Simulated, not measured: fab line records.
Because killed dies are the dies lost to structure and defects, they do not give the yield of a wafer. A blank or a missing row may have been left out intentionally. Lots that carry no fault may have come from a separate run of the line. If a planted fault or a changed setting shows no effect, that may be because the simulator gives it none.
The tool behind it: which one?	flow n5_finfet	24 lots with 72 wafers sampled at 6 steps, on a route of 1938 steps

## WHAT THE GAUGES READ, wafer by wafer
N5_BEOL_M2_INSPECT_30: inspects for defects (brightfield). Usual: 413 for raw_defect_count, sd 93.
lot	measured	on	raw_defect_count	flag
L074	day 6 17:55	defect_inspect-01	538 365 459	
L075	day 6 21:52	defect_inspect-02	349 324 355	
L076	day 7 04:38	defect_inspect-01	439 472 364	
L077	day 7 19:07	defect_inspect-01	269 292 330	
L078	day 7 19:54	defect_inspect-02	492 397 358	
L079	day 8 01:11	defect_inspect-02	341 408 413	
L080	day 8 06:04	defect_inspect-02	268 301 337	
L081	day 8 09:39	defect_inspect-01	397 401 355	
L082	day 8 13:35	defect_inspect-01	442 274 497	
L083	day 9 02:27	defect_inspect-01	369 373 354	
L084	day 9 08:44	defect_inspect-02	334 524 471	
L085	day 9 14:42	defect_inspect-02	532 596 459	
L087	day 9 23:25	defect_inspect-02	362 416 333	
L086	day 10 07:11	defect_inspect-01	480 418 516	
L088	day 10 08:24	defect_inspect-02	384 353 296	
L089	day 10 17:02	defect_inspect-02	532 483 452	
L090	day 10 17:07	defect_inspect-02	493 623 530	
L091	day 11 00:22	defect_inspect-02	496 545 508	
L092	day 11 07:03	defect_inspect-02	617 276 380	
L093	day 11 07:08	defect_inspect-02	295 260 312	
L094	day 11 20:43	defect_inspect-02	420 440 571	
L095	day 12 09:33	defect_inspect-02	516 314 378	
L097	day 12 10:23	defect_inspect-01	515 360 265	
L096	day 12 10:37	defect_inspect-02	463 435 484	

N5_BEOL_M2_OCD_MEAS_38. Usual: 55.7 nm for trench_depth_nm, sd 1.6.
lot	measured	on	trench_depth_nm (nm)	flag
L074	day 7 00:08	ocd-01	56.2 54.3 54.5	
L075	day 7 01:18	ocd-01	55.1 53.0 54.8	
L076	day 7 08:40	ocd-01	58.2 57.6 54.4	
L077	day 7 23:32	ocd-02	55.9 58.3 57.2	
L078	day 7 21:06	ocd-01	57.9 53.6 53.6	
L079	day 8 03:24	ocd-01	53.7 57.0 58.3	
L080	day 9 00:38	ocd-02	57.2 53.7 54.7	
L081	day 8 18:29	ocd-01	57.8 57.3 57.9	
L082	day 9 01:30	ocd-02	55.0 58.1 57.6	
L083	day 9 06:17	ocd-01	55.9 58.6 57.0	
L084	day 9 10:04	ocd-02	56.5 57.3 55.6	
L085	day 9 16:42	ocd-01	56.9 54.7 54.2	
L087	day 10 03:16	ocd-01	54.2 54.7 55.0	
L086	day 10 11:46	ocd-02	57.5 54.8 57.3	
L088	day 10 16:35	ocd-02	55.9 57.2 56.8	
L089	day 10 23:19	ocd-02	56.0 54.5 53.9	
L090	day 10 19:41	ocd-02	57.6 54.6 58.1	
L091	day 11 08:18	ocd-02	54.6 56.2 54.4	
L092	day 12 01:30	ocd-01	56.2 54.6 56.2	
L093	day 11 08:50	ocd-02	55.0 57.8 52.5	
L094	day 12 08:36	ocd-01	52.6 56.6 57.4	
L095	day 12 14:44	ocd-01	56.7 58.2 57.8	
L097	day 12 14:56	ocd-02	55.6 54.0 56.0	
L096	day 12 19:48	ocd-01	54.9 56.1 55.7	

## EACH LOT AND THE TOOL THAT RAN IT (in order: tool; ch and the chambers of the sampled wafers; start)
lot	N5_BEOL_M1_SPUTTER_90	N5_BEOL_M1_SPUTTER_94	N5_BEOL_M2_DESCUM_16	N5_BEOL_M2_ETCH_77
L074	pvd_sputter-02, day 6 12:14	pvd_sputter-02, day 6 12:41	rie_diel-01 ch 1,2,3, day 6 17:04	rie_diel-01 ch 0,3, day 6 18:03
L075	pvd_sputter-03, day 6 18:31	pvd_sputter-03, day 6 18:57	rie_diel-01 ch 1,2,3, day 6 20:59	rie_diel-02 ch 0,2, day 6 21:55
L076	pvd_sputter-01, day 6 18:52	pvd_sputter-01, day 6 19:19	rie_diel-01 ch 0,2, day 6 23:16	rie_diel-02 ch 1,2,3, day 7 04:42
L077	pvd_sputter-01, day 7 13:53	pvd_sputter-01, day 7 14:19	rie_diel-01 ch 2,3, day 7 18:17	rie_diel-06 ch 0,1,3, day 7 19:19
L078	pvd_sputter-03, day 7 15:48	pvd_sputter-03, day 7 16:14	rie_diel-06 ch 0,1,3, day 7 19:04	rie_diel-01 ch 0,2,3, day 7 19:58
L079	pvd_sputter-03, day 7 19:55	pvd_sputter-03, day 7 20:22	rie_diel-02 ch 0,3, day 8 00:20	rie_diel-06 ch 0,1, day 8 01:15
L080	pvd_sputter-02, day 8 01:37	pvd_sputter-02, day 8 02:04	rie_diel-06 ch 2,3, day 8 05:13	rie_diel-01 ch 0,1,2, day 8 06:09
L081	pvd_sputter-02, day 8 06:07	pvd_sputter-02, day 8 06:34	rie_diel-02 ch 1,2,3, day 8 08:49	rie_diel-01 ch 0,2, day 8 09:43
L082	pvd_sputter-01, day 8 09:29	pvd_sputter-01, day 8 09:56	rie_diel-01 ch 0,1,2, day 8 12:44	rie_diel-02 ch 0,2,3, day 8 13:40
L083	pvd_sputter-02, day 8 20:32	pvd_sputter-02, day 8 20:58	rie_diel-06 ch 1,2, day 9 01:28	rie_diel-02 ch 0,1, day 9 02:34
L084	pvd_sputter-01, day 9 02:41	pvd_sputter-01, day 9 03:08	rie_diel-02 ch 1,2,3, day 9 07:47	rie_diel-01 ch 0,2,3, day 9 08:49
L085	pvd_sputter-01, day 9 09:16	pvd_sputter-01, day 9 09:43	rie_diel-01 ch 0,2,3, day 9 13:44	rie_diel-06 ch 0,3, day 9 14:46
L087	pvd_sputter-02, day 9 18:04	pvd_sputter-02, day 9 18:31	rie_diel-06 ch 1,2,3, day 9 22:29	rie_diel-01 ch 1,2,3, day 9 23:29
L086	pvd_sputter-02, day 10 01:44	pvd_sputter-02, day 10 02:10	rie_diel-02 ch 0,1,3, day 10 06:13	rie_diel-02 ch 0,2,3, day 10 07:19
L088	pvd_sputter-01, day 10 02:37	pvd_sputter-01, day 10 03:04	rie_diel-02 ch 0,2,3, day 10 07:23	rie_diel-02 ch 0,1,2, day 10 08:28
L089	pvd_sputter-03, day 10 10:46	pvd_sputter-03, day 10 11:12	rie_diel-02 ch 0,3, day 10 16:02	rie_diel-06 ch 0,2,3, day 10 17:07
L090	pvd_sputter-01, day 10 11:04	pvd_sputter-01, day 10 11:31	rie_diel-06 ch 0,1,2, day 10 16:16	rie_diel-06 ch 1,2,3, day 10 17:13
L091	pvd_sputter-01, day 10 18:59	pvd_sputter-01, day 10 19:25	rie_diel-02 ch 0,1,3, day 10 23:29	rie_diel-02 ch 0,3, day 11 00:28
L092	pvd_sputter-03, day 11 01:11	pvd_sputter-03, day 11 01:38	rie_diel-02 ch 0,1, day 11 06:13	rie_diel-02 ch 1,2,3, day 11 07:16
L093	pvd_sputter-03, day 11 03:02	pvd_sputter-03, day 11 03:28	rie_diel-06 ch 0,1,2, day 11 06:16	rie_diel-01 ch 0,1,2, day 11 07:18
L094	pvd_sputter-03, day 11 16:46	pvd_sputter-03, day 11 17:12	rie_diel-02 ch 0,2,3, day 11 19:47	rie_diel-01 ch 0,1,2, day 11 20:52
L095	pvd_sputter-02, day 12 05:29	pvd_sputter-02, day 12 05:56	rie_diel-01 ch 0,1, day 12 08:43	rie_diel-06 ch 0,1,3, day 12 09:37
L097	pvd_sputter-03, day 12 06:46	pvd_sputter-03, day 12 07:13	rie_diel-02 ch 0,3, day 12 09:33	rie_diel-06 ch 0,2,3, day 12 10:28
L096	pvd_sputter-01, day 12 06:53	pvd_sputter-01, day 12 07:19	rie_diel-01 ch 0,2,3, day 12 09:38	rie_diel-06 ch 0,3, day 12 10:40
- N5_BEOL_M1_SPUTTER_90: material Cu, target thk 4.5 nm, time 8.29 s.
- N5_BEOL_M1_SPUTTER_94: material Cu, target thk 4.5 nm, time 8.29 s.
- N5_BEOL_M2_DESCUM_16: chemistry O2, time 7 s.
- N5_BEOL_M2_ETCH_77: etches underlayer in N2/H2, target depth 6.5 nm, time 5.2 s.

## AS READ BY THE TOOLS THEMSELVES (means over the sampled wafers that have a number; for cases with no such wafer, the mark the record gives instead)
N5_BEOL_M1_SPUTTER_90. Usual: 29.6 % for throttle_valve_pct, sd 1.3.
lot	tool	throttle_valve_pct (%)	flag
L074	pvd_sputter-02	29.5	
L075	pvd_sputter-03	30.9	
L076	pvd_sputter-01	28.8	
L077	pvd_sputter-01	28.6	
L078	pvd_sputter-03	30.8	
L079	pvd_sputter-03	31.3	
L080	pvd_sputter-02	29.1	
L081	pvd_sputter-02	29.6	
L082	pvd_sputter-01	29.4	
L083	pvd_sputter-02	30.2	
L084	pvd_sputter-01	28.7	
L085	pvd_sputter-01	28.7	
L087	pvd_sputter-02	29.3	
L086	pvd_sputter-02	28.4	
L088	pvd_sputter-01	30.0	
L089	pvd_sputter-03	30.8	
L090	pvd_sputter-01	29.2	
L091	pvd_sputter-01	28.6	
L092	pvd_sputter-03	30.8	
L093	pvd_sputter-03	30.8	
L094	pvd_sputter-03	29.9	
L095	pvd_sputter-02	28.5	
L097	pvd_sputter-03	30.1	
L096	pvd_sputter-01	30.4	

N5_BEOL_M1_SPUTTER_94. Usual: 29.6 % for throttle_valve_pct, sd 1.3.
lot	tool	throttle_valve_pct (%)	flag
L074	pvd_sputter-02	29.7	
L075	pvd_sputter-03	30.6	
L076	pvd_sputter-01	29.0	
L077	pvd_sputter-01	28.7	
L078	pvd_sputter-03	30.9	
L079	pvd_sputter-03	31.1	
L080	pvd_sputter-02	29.3	
L081	pvd_sputter-02	29.5	
L082	pvd_sputter-01	29.6	
L083	pvd_sputter-02	30.3	
L084	pvd_sputter-01	28.7	
L085	pvd_sputter-01	28.7	
L087	pvd_sputter-02	29.2	
L086	pvd_sputter-02	28.5	
L088	pvd_sputter-01	30.0	
L089	pvd_sputter-03	30.7	
L090	pvd_sputter-01	29.0	
L091	pvd_sputter-01	28.6	
L092	pvd_sputter-03	30.7	
L093	pvd_sputter-03	30.8	
L094	pvd_sputter-03	29.8	
L095	pvd_sputter-02	28.5	
L097	pvd_sputter-03	30.0	
L096	pvd_sputter-01	30.3	

N5_BEOL_M2_DESCUM_16. Usual: drypump_motor_current_A 5.69 A, standard deviation 0.28; oes_product_au 0.81 a.u., standard deviation 0.084; rf_vpp_V 243.0 V, standard deviation 1.3; showerhead_plenum_p_Torr 2.09 Torr, standard deviation 0.073; throttle_valve_pct 20.35 %, standard deviation 0.25.
lot	tool	drypump_motor_current_A (A)	oes_product_au (a.u.)	rf_vpp_V (V)	showerhead_plenum_p_Torr (Torr)	throttle_valve_pct (%)	flag
L074	rie_diel-01	5.61	0.70	242.9	2.06	20.45	
L075	rie_diel-01	5.61	0.70	241.9	2.05	20.45	
L076	rie_diel-01	5.81	0.80	241.8	2.05	20.46	
L077	rie_diel-01	5.61	0.70	241.9	2.00	20.41	
L078	rie_diel-06	5.64	0.83	242.2	2.08	20.51	
L079	rie_diel-02	6.06	0.77	243.3	2.11	20.38	
L080	rie_diel-06	5.24	0.86	242.6	2.06	20.54	
L081	rie_diel-02	5.66	0.85	243.7	2.11	20.08	
L082	rie_diel-01	5.68	0.86	242.7	2.07	20.36	
L083	rie_diel-06	5.71	0.89	244.3	2.19	20.26	
L084	rie_diel-02	5.67	0.83	242.8	2.11	20.08	
L085	rie_diel-01	5.70	0.85	242.9	2.11	20.31	
L087	rie_diel-06	5.45	0.86	243.7	2.13	20.42	
L086	rie_diel-02	5.88	0.82	243.7	2.13	20.25	
L088	rie_diel-02	5.80	0.80	242.1	2.07	20.24	
L089	rie_diel-02	6.06	0.74	243.1	2.10	20.41	
L090	rie_diel-06	5.59	0.81	242.4	2.11	20.51	
L091	rie_diel-02	5.89	0.80	244.4	2.13	20.26	
L092	rie_diel-02	5.82	0.85	244.0	2.13	20.24	
L093	rie_diel-06	5.63	0.81	243.5	2.11	20.52	
L094	rie_diel-02	5.80	0.79	243.3	2.07	20.26	
L095	rie_diel-01	5.57	0.85	242.3	2.09	20.28	
L097	rie_diel-02	6.05	0.74	242.8	2.09	20.44	
L096	rie_diel-01	5.68	0.82	243.7	2.10	20.36	

N5_BEOL_M2_ETCH_77. Usual: bias_w 150.0 W, standard deviation 0.46; drypump_motor_current_A 5.64 A, standard deviation 0.29; etch_rf_on_time_s 5.16 s, standard deviation 0.2; oes_product_au 0.71 a.u., standard deviation 0.07; rf_vpp_V 523.8 V, standard deviation 2.8; showerhead_plenum_p_Torr 2.55 Torr, standard deviation 0.1; throttle_valve_pct 17.81 %, standard deviation 0.28.
lot	tool	bias_w (W)	drypump_motor_current_A (A)	etch_rf_on_time_s (s)	oes_product_au (a.u.)	rf_vpp_V (V)	showerhead_plenum_p_Torr (Torr)	throttle_valve_pct (%)	flag
L074	rie_diel-01	150.2	5.63	4.86	0.71	522.3	2.48	17.93	
L075	rie_diel-02	149.8	5.77	5.16	0.75	524.2	2.58	17.82	
L076	rie_diel-02	150.1	5.67	5.27	0.73	525.7	2.59	17.49	
L077	rie_diel-06	149.8	5.66	5.18	0.71	524.2	2.53	17.92	
L078	rie_diel-01	150.1	5.69	5.10	0.66	521.5	2.45	17.84	
L079	rie_diel-06	150.4	5.79	5.16	0.67	522.6	2.52	17.93	
L080	rie_diel-01	150.2	5.68	4.99	0.75	523.1	2.53	17.89	
L081	rie_diel-01	150.1	5.81	5.21	0.68	522.1	2.46	17.84	
L082	rie_diel-02	150.5	5.80	5.21	0.69	525.0	2.54	17.68	
L083	rie_diel-02	150.1	5.84	5.13	0.74	525.9	2.64	17.86	
L084	rie_diel-01	149.7	5.68	5.13	0.74	524.5	2.55	17.70	
L085	rie_diel-06	150.5	5.41	5.33	0.68	520.4	2.45	18.14	
L087	rie_diel-01	149.9	5.64	5.17	0.76	524.2	2.60	17.66	
L086	rie_diel-02	149.7	5.81	5.21	0.68	522.9	2.53	17.72	
L088	rie_diel-02	149.8	5.63	5.22	0.73	526.3	2.61	17.71	
L089	rie_diel-06	150.2	5.38	5.22	0.69	523.2	2.48	18.03	
L090	rie_diel-06	150.1	5.47	5.10	0.73	524.7	2.57	17.79	
L091	rie_diel-02	150.1	5.99	5.11	0.67	524.6	2.56	17.87	
L092	rie_diel-02	150.0	5.67	5.31	0.68	525.0	2.57	17.57	
L093	rie_diel-01	150.1	5.71	5.05	0.70	522.2	2.52	17.95	
L094	rie_diel-01	149.6	5.68	5.10	0.70	522.3	2.52	17.97	
L095	rie_diel-06	150.4	5.65	5.23	0.67	524.5	2.51	17.97	
L097	rie_diel-06	150.0	5.38	5.29	0.67	524.2	2.47	18.03	
L096	rie_diel-06	150.0	5.57	5.31	0.63	520.3	2.42	18.20	

## THE ANSWER, worked out from the rows above alone
Rule: a lot counts as off when the mean over its wafers that have a number is more than 3 standard deviations away from the usual mean. Also off: a lot with no number at a reading for which 4 or more lots have one. All remaining lots with rows at the step are treated as sound. After the gauges, taken in route order, come the tools' own readings; for these a lot's mean is taken, as printed above. At the first step where some lot is off, the reading lying furthest off is the one used; lots without a number count as furthest.
Nothing can be told from this: no lot is off at any reading shown.

## WHAT WAS PUT IN BY THE SIMULATOR
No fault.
